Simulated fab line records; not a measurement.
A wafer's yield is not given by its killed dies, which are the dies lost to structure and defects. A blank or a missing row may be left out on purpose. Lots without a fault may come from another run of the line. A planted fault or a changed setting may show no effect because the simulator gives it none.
Chamber matching	flow n5Finfet	N5_MOL_CONTACT_COAG_STRIP_72 on rieDiel-02: 4 sister chambers
The step strips in N2/H2. 4 wafers are shown with their chamber, then 12 later ones without.

WAFERS PAIRED WITH THEIR CHAMBERS
wafer	chamber	drypumpMotorCurrentA (A)
L085.5	2	5.36
L088.4	3	5.41
L092.3	1	5.68
L092.5	0	5.81

WAFERS MISSING THEIR CHAMBER
wafer	drypumpMotorCurrentA (A)
L093.1	5.38
L093.2	5.37
L093.5	5.39
L094.1	5.69
L094.2	5.83
L094.4	5.37
L096.2	5.68
L096.3	5.84
L096.6	5.69
L097.3	5.68
L097.5	5.82
L097.6	5.41

EACH ONE'S CHAMBER
wafer	from the rows above	in truth
L093.1	can't be placed: 2 or 3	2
L093.2	2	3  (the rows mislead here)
L093.5	can't be placed: 3 or 2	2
L094.1	1	1
L094.2	0	0
L094.4	2	2
L096.2	1	1
L096.3	0	0
L096.6	1	1
L097.3	1	1
L097.5	0	0
L097.6	3	3
Correctly placed: 9 of 12. From these rows, 2 cannot be placed; in 2 the true chamber is one of the candidates. 1 placed wrongly.
How it was worked out, from the rows above alone: a wafer's distance from a chamber is the root of the sum, over the readings, of the square of ((its reading less the chamber's mean) divided by the reading's scatter). The wafer belongs to the nearest chamber; if the next one is less than 2 further off, it can't be placed. For every chamber, the mean is computed from those of its wafers that are shown. The scatter: root of mean squared gap, hidden wafer to nearest shown wafer, with one shown wafer a chamber.
